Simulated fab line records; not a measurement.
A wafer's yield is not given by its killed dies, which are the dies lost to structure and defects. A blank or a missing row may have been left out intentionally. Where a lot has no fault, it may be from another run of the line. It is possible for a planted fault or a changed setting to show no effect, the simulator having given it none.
fab line records	flow nandHarc
record lots=12	wafers=36	lastDay=25
route steps=1159 shown P_BONDPAD@381 A_ZERO_WELL@403 A_SOURCE_PLATE@420 A_ONON_D1@426 END@1159
lots with no fault: from the same line, run without faults
startH: start of the lot's first displayed wafer, in hours after the record's first day	waitH: hours from the lot's prior step to this one	" as in the row above	L1.1+2: a single row standing in for several wafers	- no value, or no start given	* or withheld: withheld	< > ~ a bound
route shown NAME@n: names a module that has steps shown in the file, with the first one's number in the route	usual: the fault-free wafers' mean and standard deviation	same: alike in all rows	chamber/n: place in a boat	sites: the reading at each site	_std_site: standard deviation across them	_edge_site: the outer-site mean with the inner-site mean subtracted	radiusMm: for every site, how far away it sits from the centre of the wafer	mask NAME#n: copy n	behind: tool/chamber where the wafer was last shaped	hold: reason for holding the lot/hours on hold/outcome of the hold	device: transistor that didn't switch, given as n, p or np	end of line: at the end of the route, the tests of the same wafers	where a step has no rows: the recipe by itself	killed: dies lost to structure and defects at the first sort, not the wafer's yield	map: a wafer's dies, marking killed ones x, the rest . and places with no die _
set.NAME: the run value of the setting; set.NAME@STEP: its run value at that earlier step	model.NAME: the simulator's own value behind a step, which no gauge read
route steps across a sampled set of lots; one table per step, one row per wafer
services: when a tool's chamber went out of use (startH, in hours from the record's first day, below 0 if earlier), for how many hours, and the reason
## steps
# step NHARC_P_BONDPAD_THK_MEAS_20
# recipe thkMeasGauge=xrf
# usual thkNm=161.0/1.3
lot.wafer	tool	chamber	startH	waitH	thkNm
L657.1	filmMetro-02	-	140.75	-	161.2
L657.2	"	-	"	"	163.0
L657.3	"	-	"	"	159.3
L660.1	filmMetro-02	-	143.93	-	160.5
L660.3	"	-	"	"	161.2
L660.6	"	-	"	"	161.8
L661.1	filmMetro-01	-	154.25	-	160.5
L661.3	"	-	"	"	161.1
L661.6	"	-	"	"	155.9
L664.2	filmMetro-02	-	177.66	-	159.7
L664.3	"	-	"	"	161.7
L664.4	"	-	"	"	160.6
L666.1	filmMetro-02	-	187.19	-	161.4
L666.3	"	-	"	"	160.3
L666.4	"	-	"	"	160.5
L668.1	filmMetro-01	-	207.40	-	159.7
L668.3	"	-	"	"	160.1
L668.4	"	-	"	"	160.2
L672.3	filmMetro-02	-	209.15	-	158.4
L672.5	"	-	"	"	159.9
L672.6	"	-	"	"	161.0
L674.2	filmMetro-02	-	233.86	-	162.2
L674.3	"	-	"	"	161.2
L674.4	"	-	"	"	160.3
L676.2	filmMetro-01	-	244.57	-	159.7
L676.3	"	-	"	"	163.9
L676.6	"	-	"	"	163.6
L677.2	filmMetro-01	-	246.21	-	161.3
L677.3	"	-	"	"	161.4
L677.5	"	-	"	"	162.6
L678.1	filmMetro-02	-	257.19	-	160.7
L678.2	"	-	"	"	160.3
L678.4	"	-	"	"	160.0
L680.1	filmMetro-01	-	269.08	-	162.5
L680.2	"	-	"	"	160.9
L680.5	"	-	"	"	162.1
# step NHARC_A_ZERO_WELL_DESCUM_12
# recipe timeS=3	o2FlowSccm=200	arFlowSccm=0	biasPowerW=0	chemistry=O2
# usual drypumpMotorCurrentA=5.8/0.37	oesProductAu=0.999/0.0082	rfVppV=57.7/0.92	showerheadPlenumPTorr=1.91/0.093	throttleValvePct=11.311/0.0091
lot.wafer	tool	chamber	startH	waitH	drypumpMotorCurrentA	oesProductAu	rfHoursCounterH	rfVppV	showerheadPlenumPTorr	throttleValvePct
L657.2	rieDiel-11	3	142.57	-	5.9	1.002	11	57.2	1.85	11.301
L657.1	"	1	"	"	6.3	0.993	14	58.3	1.84	11.311
L657.3	"	2	"	"	6.1	0.989	13	60.1	1.98	11.323
L660.1	rieDiel-11	0	145.51	-	5.4	0.986	14	58.8	2.00	11.326
L660.3	"	3	"	"	5.9	0.999	11	57.8	1.85	11.300
L660.6	"	0	"	"	5.4	0.992	-	59.2	2.00	11.318
L661.3	rieDiel-04	3	155.96	-	5.9	0.993	3	58.4	1.83	11.303
L661.1	"	1	"	"	5.4	1.013	2	56.9	2.02	11.325
L661.6	"	0	"	"	5.7	1.005	-	57.3	1.84	11.304
L664.4	rieDiel-11	0	179.22	-	5.4	0.987	17	59.3	2.00	11.326
L664.3	"	1	"	"	6.3	0.996	17	56.2	1.84	11.309
L664.2	"	3	"	"	6.0	1.003	14	57.6	1.85	11.316
L666.4	rieDiel-11	3	188.87	-	6.0	1.015	15	58.1	1.85	11.297
L666.3	"	1	"	"	6.3	1.004	18	57.2	1.84	11.293
L666.1	"	2	"	"	6.1	1.007	18	57.3	1.97	11.295
L668.1	rieDiel-11	0	209.11	-	5.4	0.991	1	57.9	2.00	11.303
L668.4	"	1	"	"	6.3	0.994	1	57.5	1.84	11.327
L668.3	"	3	"	"	5.9	1.003	0	57.5	1.85	11.294
L672.3	rieDiel-07	2	210.85	-	5.1	1.009	9	58.2	2.04	11.324
L672.6	"	1	"	"	5.6	0.979	-	57.9	1.88	11.316
L672.5	"	2	"	"	5.2	1.013	-	58.6	2.04	11.313
L674.4	rieDiel-11	3	235.58	-	5.9	1.000	4	58.3	1.85	11.292
L674.2	"	0	"	"	5.5	0.997	4	57.6	2.00	11.304
L674.3	"	2	"	"	6.1	1.004	4	58.4	1.97	11.309
L676.2	rieDiel-04	3	246.11	-	5.9	1.004	10	57.4	1.83	11.304
L676.3	"	0	"	"	5.7	0.993	9	57.4	1.84	11.303
L676.6	"	3	"	"	5.9	0.995	-	58.1	1.83	11.310
L677.2	rieDiel-07	0	247.89	-	5.6	1.011	1	56.3	2.04	11.326
L677.3	"	3	"	"	6.6	1.000	2	57.3	1.78	11.297
L677.5	"	0	"	"	5.6	1.002	-	57.8	2.04	11.310
L678.4	rieDiel-04	1	258.88	-	5.4	1.000	10	57.8	2.02	11.306
L678.1	"	3	"	"	5.9	0.989	11	57.0	1.83	11.311
L678.2	"	0	"	"	5.6	1.001	10	59.4	1.84	11.318
L680.1	rieDiel-07	1	270.77	-	5.7	0.989	2	58.7	1.88	11.290
L680.2	"	2	"	"	5.2	0.979	2	58.4	2.04	11.307
L680.5	"	2	"	"	5.1	0.993	-	58.3	2.04	11.305
# step NHARC_A_SOURCE_PLATE_THK_MEAS_06
# recipe thkMeasGauge=ellipsometry
# usual thkNm=199.8/1.5
lot.wafer	tool	chamber	startH	waitH	thkNm
L657.1	filmMetro-01	-	166.41	0.4	201.4
L657.2	"	-	"	"	201.4
L657.3	"	-	"	"	199.5
L660.1	filmMetro-01	-	166.42	0.4	199.3
L660.3	"	-	"	"	201.5
L660.6	"	-	"	"	199.9
L661.1	filmMetro-02	-	178.37	0.4	201.0
L661.3	"	-	"	"	199.2
L661.6	"	-	"	"	198.1
L664.2	filmMetro-02	-	200.69	0.4	198.8
L664.3	"	-	"	"	196.6
L664.4	"	-	"	"	198.7
L666.1	filmMetro-02	-	210.88	0.4	198.5
L666.3	"	-	"	"	200.9
L666.4	"	-	"	"	200.3
L668.1	filmMetro-02	-	234.02	0.4	198.7
L668.3	"	-	"	"	197.3
L668.4	"	-	"	"	199.2
L672.3	filmMetro-02	-	234.02	0.4	200.2
L672.5	"	-	"	"	200.2
L672.6	"	-	"	"	201.6
L674.2	filmMetro-01	-	257.28	0.4	200.7
L674.3	"	-	"	"	200.2
L674.4	"	-	"	"	203.6
L676.2	filmMetro-02	-	266.04	0.4	202.0
L676.3	"	-	"	"	200.8
L676.6	"	-	"	"	200.6
L677.2	filmMetro-01	-	266.05	0.4	198.4
L677.3	"	-	"	"	200.2
L677.5	"	-	"	"	201.4
L678.1	filmMetro-01	-	282.95	0.4	198.2
L678.2	"	-	"	"	200.6
L678.4	"	-	"	"	198.5
L680.1	filmMetro-01	-	294.01	0.4	198.7
L680.2	"	-	"	"	198.7
L680.5	"	-	"	"	199.9
# step NHARC_A_ONON_D1_DEP_03
# recipe targetThkA=10000	n2FlowSccm=2750	n2oFlowSccm=2000	nh3FlowSccm=500	sih4FlowSccm=210	tempC=400
# usual susceptorTempC=400.00/0.21
lot.wafer	tool	chamber	startH	waitH	susceptorTempC
L657.1	pecvdOnon-03	0	167.11	0.1	399.85
L657.2	"	0	"	"	400.14
L657.3	"	0	"	"	399.70
L660.1	pecvdOnon-01	0	167.17	0.1	399.87
L660.3	"	0	"	"	400.02
L660.6	"	0	"	"	399.65
L661.1	pecvdOnon-01	0	179.20	0.2	399.81
L661.3	"	0	"	"	400.08
L661.6	"	0	"	"	399.87
L664.2	pecvdOnon-03	0	201.45	0.1	399.86
L664.3	"	0	"	"	399.98
L664.4	"	0	"	"	399.85
L666.1	pecvdOnon-03	0	211.57	0.1	399.85
L666.3	"	0	"	"	400.04
L666.4	"	0	"	"	399.67
L672.3	pecvdOnon-04	0	234.84	0.2	400.34
L672.5	"	0	"	"	400.08
L672.6	"	0	"	"	400.11
L668.1	pecvdOnon-03	0	234.86	0.2	399.88
L668.3	"	0	"	"	399.74
L668.4	"	0	"	"	400.21
L674.2	pecvdOnon-01	0	258.06	0.1	400.30
L674.3	"	0	"	"	399.86
L674.4	"	0	"	"	400.18
L676.2	pecvdOnon-04	0	266.82	0.1	399.91
L676.3	"	0	"	"	400.09
L676.6	"	0	"	"	399.98
L677.2	pecvdOnon-01	0	266.84	0.1	400.63
L677.3	"	0	"	"	400.57
L677.5	"	0	"	"	399.95
L678.1	pecvdOnon-04	0	283.65	0.1	400.07
L678.2	"	0	"	"	399.90
L678.4	"	0	"	"	400.02
L680.1	pecvdOnon-01	0	294.70	0.1	400.15
L680.2	"	0	"	"	400.03
L680.5	"	0	"	"	399.92
# step NHARC_A_ONON_D1_THK_MEAS_05
# recipe thkMeasGauge=ellipsometry
# usual thkNm=1001/8.4
lot.wafer	tool	chamber	startH	waitH	hold	thkNm
L657.1	filmMetro-02	-	167.62	-	-	1006
L657.2	"	-	"	"	-	1007
L657.3	"	-	"	"	-	1007
L660.1	filmMetro-02	-	167.68	-	-	994
L660.3	"	-	"	"	-	992
L660.6	"	-	"	"	-	992
L661.1	filmMetro-02	-	179.71	-	-	984
L661.3	"	-	"	"	-	982
L661.6	"	-	"	"	-	983
L664.2	filmMetro-02	-	201.90	-	-	1000
L664.3	"	-	"	"	-	1001
L664.4	"	-	"	"	-	1001
L666.1	filmMetro-01	-	212.09	-	awaitDispo/0.2h/release	622
L666.3	"	-	"	"	awaitDispo/0.2h/release	623
L666.4	"	-	"	"	awaitDispo/0.2h/release	622
L666.1	filmMetro-01	-	212.26	0.2	-	621
L666.3	"	-	"	"	-	622
L666.4	"	-	"	"	-	623
L672.3	filmMetro-01	-	235.23	-	-	996
L672.5	"	-	"	"	-	996
L672.6	"	-	"	"	-	995
L668.1	filmMetro-02	-	235.36	-	awaitDispo/0.2h/release	626
L668.3	"	-	"	"	awaitDispo/0.2h/release	625
L668.4	"	-	"	"	awaitDispo/0.2h/release	626
L668.1	filmMetro-02	-	235.54	0.2	-	625
L668.3	"	-	"	"	-	624
L668.4	"	-	"	"	-	625
L674.2	filmMetro-02	-	258.51	-	-	1001
L674.3	"	-	"	"	-	1002
L674.4	"	-	"	"	-	1003
L676.2	filmMetro-01	-	267.27	-	-	1015
L676.3	"	-	"	"	-	1016
L676.6	"	-	"	"	-	1015
L677.2	filmMetro-02	-	267.29	-	-	1010
L677.3	"	-	"	"	-	1009
L677.5	"	-	"	"	-	1009
L678.1	filmMetro-02	-	284.16	-	-	1004
L678.2	"	-	"	"	-	1003
L678.4	"	-	"	"	-	1005
L680.1	filmMetro-01	-	295.22	-	-	1001
L680.2	"	-	"	"	-	1001
L680.5	"	-	"	"	-	1000
# step NHARC_END_SORT_01
# recipe tempC=25
# usual defectLimitedYield=95.7/1.4	killedAtArray=25/9.2	killedAtOther=0.9/1.3	killedAtPeriphery=3.3/2.3	killedDies=29/9.6	killedOpen=3.2/1.8	killedShort=2/1.4	sort_bin_2_pct=1.3/0.65	sort_bin_3_pct=0.25/0.21	sort_bin_4_pct=2.8/0.9	sortNPass=648/9.6	sortRimYieldPct=94/3	sortYieldPct=95.7/1.4
# same grossDies=677	sort_bin_5_pct[%]=0	sort_bin_6_pct[%]=0	sort_bin_7_pct[%]=0	sort_bin_8_pct[%]=0	sortRimNGross=106.00
lot.wafer	tool	chamber	startH	waitH	defectLimitedYield[%]	killedAtArray	killedAtOther	killedAtPeriphery	killedDies	killedOpen	killedShort	sort_bin_2_pct[%]	sort_bin_3_pct[%]	sort_bin_4_pct[%]	sortNPass	sortRimYieldPct[%]	sortYieldPct[%]
L657.1	prober-02	0	435.61	2.5	96.8	19	0	3	22	0	5	0.9	0.15	2.2	655	98	96.8
L657.2	prober-02	0	436.40	2.8	96.0	17	3	7	27	2	3	1.5	0.15	2.4	650	95	96.0
L657.3	prober-02	0	437.19	3.1	96.9	12	0	9	21	1	1	0.9	0.30	1.9	656	97	96.9
L661.1	prober-01	0	451.13	2.5	95.6	22	3	5	30	2	5	1.3	0.59	2.5	647	92	95.6
L661.3	prober-01	0	452.75	3.1	96.0	25	1	1	27	1	2	1.3	0	2.7	650	92	96.0
L661.6	prober-01	0	455.20	4.1	95.1	27	1	5	33	6	4	1.6	0	3.2	644	90	95.1
L660.1	prober-02	0	455.77	2.5	96.9	18	0	3	21	1	2	1.0	0.15	1.9	656	94	96.9
L660.3	prober-02	0	457.36	3.1	97.6	15	0	1	16	0	0	0.6	0	1.8	661	96	97.6
L660.6	prober-02	0	459.75	4.0	96.6	18	0	5	23	3	3	1.2	0.30	1.9	654	97	96.6
L664.2	prober-02	0	471.06	2.8	95.0	33	0	1	34	4	1	2.2	0.30	2.5	643	92	95.0
L664.3	prober-02	0	471.86	3.1	94.4	38	0	0	38	3	1	1.3	0.44	3.8	639	92	94.4
L664.4	prober-02	0	472.66	3.4	94.4	37	0	1	38	6	1	1.9	0.59	3.1	639	87	94.4
L672.3	prober-01	0	531.11	3.1	97.0	12	4	4	20	9	1	1.3	0.15	1.5	657	97	97.0
L672.5	prober-01	0	532.71	3.7	97.8	10	1	4	15	2	2	0.7	0	1.5	662	97	97.8
L672.6	prober-01	0	533.52	4.0	96.9	13	4	4	21	4	2	0.4	0	2.7	656	98	96.9
L677.2	prober-02	0	552.50	2.8	95.6	30	0	0	30	2	0	0.6	0.44	3.4	647	89	95.6
L677.3	prober-02	0	553.29	3.1	96.0	25	1	1	27	4	4	1.2	0.30	2.5	650	92	96.0
L677.5	prober-02	0	554.87	3.7	95.6	27	1	2	30	2	4	1.2	0.59	2.7	647	94	95.6
L674.2	prober-02	0	560.23	2.8	95.9	19	3	6	28	5	2	1.0	0	3.1	649	93	95.9
L674.3	prober-02	0	561.03	3.1	96.8	14	2	6	22	4	6	1.3	0.15	1.8	655	98	96.8
L674.4	prober-02	0	561.83	3.4	96.3	21	0	4	25	4	5	1.3	0.15	2.2	652	96	96.3
L676.2	prober-01	0	560.28	2.8	98.1	12	0	1	13	2	2	0.9	0.44	0.6	664	97	98.1
L676.3	prober-01	0	561.08	3.1	97.8	12	0	3	15	6	2	0.3	0.15	1.8	662	95	97.8
L676.6	prober-01	0	563.49	4.0	97.2	14	2	3	19	3	4	0.7	0.30	1.8	658	95	97.2
L678.1	prober-02	0	575.00	2.5	93.5	39	0	5	44	2	1	2.4	0.59	3.5	633	85	93.5
L678.2	prober-02	0	575.80	2.8	92.6	43	1	6	50	4	1	3.1	0.15	4.1	627	91	92.6
L678.4	prober-02	0	577.40	3.4	93.8	38	1	3	42	1	0	1.3	0.30	4.6	635	92	93.8
L680.1	prober-02	0	590.49	2.5	96.5	23	0	1	24	0	3	1.3	0.15	2.1	653	94	96.5
L680.2	prober-02	0	591.29	2.8	96.8	20	0	2	22	2	4	1.5	0.30	1.5	655	96	96.8
L680.5	prober-02	0	593.70	3.7	96.6	19	1	3	23	3	0	0.7	0.15	2.5	654	92	96.6
# killed by level:class
L657.1 A_CHANNEL_FILL_D1:chamberFilmFlake=4 A_WL_FILL:geometricParticle:short=2 P_STI:chamberFilmFlake=2 A_STAIRCASE:chamberFilmFlake=2 A_SLIT:chamberFilmFlake=2 A_WL_FILL:chamberFilmFlake=2 A_SOURCE_PLATE:geometricParticle:short=1 A_ONON_D1:geometricParticle:short=1
L657.2 P_STI:chamberFilmFlake=4 A_CHANNEL_HOLE_D1:chamberFilmFlake=3 A_WL_FILL:chamberFilmFlake=3 THIN_TSV:chamberFilmFlake=3 A_CHANNEL_FILL_D1:geometricParticle:short=2 A_M0:geometricParticle:open=2 A_CHANNEL_FILL_D1:chamberFilmFlake=2 A_STAIRCASE:chamberFilmFlake=2
L657.3 A_CHANNEL_FILL_D1:chamberFilmFlake=5 P_STI:chamberFilmFlake=4 P_M0:chamberFilmFlake=2 A_STAIRCASE:chamberFilmFlake=2 P_CONTACT:geometricParticle:open=1 A_CONTACT:geometricParticle:short=1 P_ZERO_WELL:chamberFilmFlake=1 P_GATE:chamberFilmFlake=1
L661.1 A_CHANNEL_HOLE_D1:chamberFilmFlake=9 A_SLIT:chamberFilmFlake=4 A_STAIRCASE:chamberFilmFlake=3 THIN_TSV:chamberFilmFlake=3 A_CONTACT:geometricParticle:open=2 P_STI:chamberFilmFlake=2 P_STI:geometricParticle:short=1 P_M0:geometricParticle:short=1
L661.3 A_SLIT:chamberFilmFlake=9 A_CHANNEL_HOLE_D1:chamberFilmFlake=8 A_STAIRCASE:chamberFilmFlake=3 A_CONTACT:chamberFilmFlake=2 P_GATE:geometricParticle:open=1 A_WL_FILL:geometricParticle:short=1 STARTING-WAFER:geometricParticle:short=1 A_ZERO_WELL:chamberFilmFlake=1
L661.6 A_SLIT:chamberFilmFlake=7 A_CHANNEL_HOLE_D1:chamberFilmFlake=5 A_STAIRCASE:chamberFilmFlake=4 A_CHANNEL_FILL_D1:geometricParticle:short=3 A_WL_FILL:chamberFilmFlake=2 P_STI:chamberFilmFlake=2 A_ZERO_WELL:chamberFilmFlake=2 P_CONTACT:geometricParticle:open=1
L660.1 A_SLIT:chamberFilmFlake=5 A_CHANNEL_HOLE_D1:chamberFilmFlake=4 A_CONTACT:chamberFilmFlake=4 A_STAIRCASE:chamberFilmFlake=3 P_CONTACT:chamberFilmFlake=2 P_CONTACT:geometricParticle:open=1 A_ONON_D1:geometricParticle:short=1 A_CONTACT:geometricParticle:short=1
L660.3 A_STAIRCASE:chamberFilmFlake=4 A_SLIT:chamberFilmFlake=4 A_WL_FILL:chamberFilmFlake=3 A_CONTACT:chamberFilmFlake=3 P_CONTACT:chamberFilmFlake=1 A_CHANNEL_HOLE_D1:chamberFilmFlake=1
L660.6 A_STAIRCASE:chamberFilmFlake=6 A_SLIT:chamberFilmFlake=3 A_CONTACT:chamberFilmFlake=3 P_GATE:chamberFilmFlake=2 A_CHANNEL_FILL_D1:chamberFilmFlake=2 P_STI:geometricParticle:short=1 P_M0:geometricParticle:short=1 P_M0:geometricParticle:open=1
L664.2 A_CHANNEL_HOLE_D1:chamberFilmFlake=14 A_SLIT:chamberFilmFlake=7 A_STAIRCASE:chamberFilmFlake=4 A_CONTACT:chamberFilmFlake=3 A_CONTACT:geometricParticle:open=2 P_M0:geometricParticle:open=1 A_CHANNEL_HOLE_D1:geometricParticle:short=1 A_M0:geometricParticle:open=1
L664.3 A_CHANNEL_HOLE_D1:chamberFilmFlake=17 A_SLIT:chamberFilmFlake=9 A_CONTACT:chamberFilmFlake=5 A_CONTACT:geometricParticle:open=2 A_STAIRCASE:chamberFilmFlake=2 A_STAIRCASE:geometricParticle:open=1 A_M0:geometricParticle:short=1 A_BONDPAD:chamberFilmFlake=1
L664.4 A_CHANNEL_HOLE_D1:chamberFilmFlake=12 A_STAIRCASE:chamberFilmFlake=7 A_SLIT:chamberFilmFlake=6 A_CONTACT:chamberFilmFlake=4 A_CHANNEL_FILL_D1:geometricParticle:open=2 P_M0:geometricParticle:open=1 A_SOURCE_PLATE:geometricParticle:open=1 A_ONON_D1:geometricParticle:open=1
L672.3 THIN_TSV:chamberFilmFlake=3 A_CONTACT:geometricParticle:open=2 A_CHANNEL_HOLE_D1:chamberFilmFlake=2 A_CONTACT:chamberFilmFlake=2 P_CONTACT:geometricParticle:open=1 P_M0:geometricParticle:open=1 A_SOURCE_PLATE:geometricParticle:open=1 A_CHANNEL_FILL_D1:geometricParticle:open=1
L672.5 A_CHANNEL_HOLE_D1:chamberFilmFlake=6 P_M1:geometricParticle:open=1 P_M2:geometricParticle:open=1 P_M2:geometricParticle:short=1 A_WL_FILL:geometricParticle:short=1 P_STI:chamberFilmFlake=1 A_STAIRCASE:chamberFilmFlake=1 A_CONTACT:chamberFilmFlake=1
L672.6 THIN_TSV:chamberFilmFlake=4 A_WL_FILL:geometricParticle:open=2 A_CHANNEL_HOLE_D1:chamberFilmFlake=2 A_CHANNEL_FILL_D1:chamberFilmFlake=2 A_STAIRCASE:chamberFilmFlake=2 P_GATE:geometricParticle:short=1 P_GATE:geometricParticle:open=1 A_WL_FILL:geometricParticle:short=1
L677.2 A_SLIT:chamberFilmFlake=14 A_CHANNEL_HOLE_D1:chamberFilmFlake=8 A_CONTACT:chamberFilmFlake=3 A_STAIRCASE:chamberFilmFlake=2 A_WL_FILL:geometricParticle:open=1 A_CONTACT:geometricParticle:open=1 A_WL_FILL:chamberFilmFlake=1
L677.3 A_SLIT:chamberFilmFlake=8 A_CONTACT:chamberFilmFlake=4 A_CHANNEL_HOLE_D1:chamberFilmFlake=3 A_STAIRCASE:chamberFilmFlake=3 P_M0:geometricParticle:open=1 A_CHANNEL_HOLE_D1:geometricParticle:short=1 A_CHANNEL_FILL_D1:geometricParticle:short=1 A_SGD_CUT:geometricParticle:short=1
L677.5 A_STAIRCASE:chamberFilmFlake=8 A_SLIT:chamberFilmFlake=7 A_CHANNEL_HOLE_D1:chamberFilmFlake=4 A_WL_FILL:chamberFilmFlake=2 P_M0:geometricParticle:short=1 A_ONON_D1:geometricParticle:short=1 A_CHANNEL_HOLE_D1:geometricParticle:open=1 A_SGD_CUT:geometricParticle:short=1
L674.2 A_STAIRCASE:chamberFilmFlake=6 A_CHANNEL_HOLE_D1:chamberFilmFlake=4 P_ZERO_WELL:chamberFilmFlake=3 A_CONTACT:chamberFilmFlake=3 P_M0:geometricParticle:open=2 A_WL_FILL:chamberFilmFlake=2 THIN_TSV:chamberFilmFlake=2 P_CONTACT:geometricParticle:short=1
L676.2 A_CHANNEL_HOLE_D1:chamberFilmFlake=6 A_CONTACT:chamberFilmFlake=2 A_ONON_D1:geometricParticle:open=1 A_ONON_D1:geometricParticle:short=1 A_CONTACT:geometricParticle:open=1 A_M0:geometricParticle:short=1 P_STI:chamberFilmFlake=1
L674.3 A_CONTACT:chamberFilmFlake=5 A_STAIRCASE:chamberFilmFlake=3 A_CONTACT:geometricParticle:short=2 THIN_TSV:chamberFilmFlake=2 P_CONTACT:geometricParticle:short=1 P_CONTACT:geometricParticle:open=1 P_M0:geometricParticle:open=1 P_M0:geometricParticle:short=1
L676.3 A_CHANNEL_HOLE_D1:chamberFilmFlake=5 A_ONON_D1:geometricParticle:open=2 A_WL_FILL:geometricParticle:short=2 A_CONTACT:geometricParticle:open=2 P_CONTACT:geometricParticle:open=1 P_BONDPAD:geometricParticle:open=1 P_STI:chamberFilmFlake=1 A_CONTACT:chamberFilmFlake=1
L674.4 A_STAIRCASE:chamberFilmFlake=5 A_CONTACT:chamberFilmFlake=5 A_CHANNEL_HOLE_D1:chamberFilmFlake=4 A_WL_FILL:geometricParticle:short=3 P_STI:geometricParticle:short=1 P_CONTACT:geometricParticle:open=1 P_CONTACT:geometricParticle:short=1 A_CONTACT:geometricParticle:open=1
L676.6 A_CHANNEL_HOLE_D1:chamberFilmFlake=5 A_SLIT:chamberFilmFlake=2 A_CONTACT:chamberFilmFlake=2 P_GATE:geometricParticle:open=1 A_ONON_D1:geometricParticle:short=1 A_ONON_D1:geometricParticle:open=1 A_CHANNEL_FILL_D1:geometricParticle:open=1 A_WL_FILL:geometricParticle:short=1
L678.1 A_CHANNEL_HOLE_D1:chamberFilmFlake=16 A_SLIT:chamberFilmFlake=11 A_CONTACT:chamberFilmFlake=8 P_M2:chamberFilmFlake=4 A_ONON_D1:geometricParticle:open=1 A_CONTACT:geometricParticle:short=1 A_BLC:geometricParticle:open=1 P_GATE:chamberFilmFlake=1
L678.2 A_CHANNEL_HOLE_D1:chamberFilmFlake=19 A_SLIT:chamberFilmFlake=15 A_CONTACT:chamberFilmFlake=6 P_GATE:geometricParticle:open=2 P_M2:chamberFilmFlake=2 P_GATE:geometricParticle:short=1 A_ONON_D1:geometricParticle:open=1 A_M0:geometricParticle:open=1
L678.4 A_SLIT:chamberFilmFlake=14 A_CHANNEL_HOLE_D1:chamberFilmFlake=11 A_CONTACT:chamberFilmFlake=10 P_M2:chamberFilmFlake=3 A_WL_FILL:chamberFilmFlake=2 A_BLC:geometricParticle:open=1 THIN_TSV:chamberFilmFlake=1
L680.1 A_CHANNEL_HOLE_D1:chamberFilmFlake=11 A_CONTACT:chamberFilmFlake=6 A_ONON_D1:geometricParticle:short=2 A_CHANNEL_FILL_D1:chamberFilmFlake=2 A_CHANNEL_FILL_D1:geometricParticle:short=1 P_GATE:chamberFilmFlake=1 A_WL_FILL:chamberFilmFlake=1
L680.2 A_CONTACT:chamberFilmFlake=6 A_CHANNEL_HOLE_D1:chamberFilmFlake=5 A_ONON_D1:geometricParticle:short=2 A_ONON_D1:geometricParticle:open=1 A_SGD_CUT:geometricParticle:short=1 A_WL_FILL:geometricParticle:short=1 A_WL_FILL:geometricParticle:open=1 P_ZERO_WELL:chamberFilmFlake=1
L680.5 A_CONTACT:chamberFilmFlake=7 A_CHANNEL_HOLE_D1:chamberFilmFlake=6 P_M0:geometricParticle:open=1 A_CHANNEL_FILL_D1:geometricParticle:open=1 P_ZERO_WELL:chamberFilmFlake=1 A_WL_FILL:geometricParticle:open=1 P_GATE:chamberFilmFlake=1 A_ZERO_WELL:chamberFilmFlake=1
## services
tool	chamber	startH	hours	kind
rieDiel-11	0	119.55	-	clean
rieDiel-11	1	119.55	-	clean
rieDiel-11	2	119.55	-	clean
rieDiel-11	3	119.55	-	clean
rieDiel-04	-	129.52	0.6	repair
rieDiel-11	0	144.05	-	clean
rieDiel-11	1	144.05	-	clean
rieDiel-11	2	144.05	-	clean
rieDiel-11	3	144.05	-	clean
rieDiel-07	1	148.24	6.4	repair
pecvdOnon-03	-	153.38	13.0	pm
rieDiel-07	-	165.40	0.6	repair
rieDiel-11	0	168.55	-	clean
rieDiel-11	-	189.55	9.0	pm
rieDiel-07	1	191.99	3.7	repair
pecvdOnon-01	-	195.00	13.0	pm
rieDiel-07	-	228.20	9.0	pm
pecvdOnon-04	-	237.00	13.0	pm
rieDiel-07	-	253.66	4.1	repair
rieDiel-04	3	259.20	4.8	repair
rieDiel-07	3	259.36	6.5	repair
rieDiel-11	0	259.89	2.2	repair
rieDiel-07	0	272.72	2.8	repair
rieDiel-04	-	288.95	9.0	pm
## key
firstSign step=NHARC_A_ONON_D1_THK_MEAS_05	reading=visit	direction=added
effect step=NHARC_A_ONON_D1_THK_MEAS_05	reading=thkNm	direction=down	sigmas=45	usual=1001	struck=624
metAt NHARC_A_ONON_D1_DEP_03
struckLots L666,L668
struckWafers L666.1,L666.3,L666.4,L668.1,L668.3,L668.4
scrappedBehind NHARC_A_ONON_D1_THK_MEAS_05 L666.1,L666.3,L666.4,L668.1,L668.3,L668.4
notActingAt NHARC_P_BONDPAD_THK_MEAS_20,NHARC_A_ZERO_WELL_DESCUM_12,NHARC_A_SOURCE_PLATE_THK_MEAS_06
onsetBetween 201.45 211.57
fault kind=processParameterDrift	tool=pecvdOnon-03	chamber=0	onsetH=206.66	steps=NHARC_A_ONON_D1_DEP_03	channel=targetThkA	offset=*	shape=step	endH=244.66	actsIn=*	stated=*
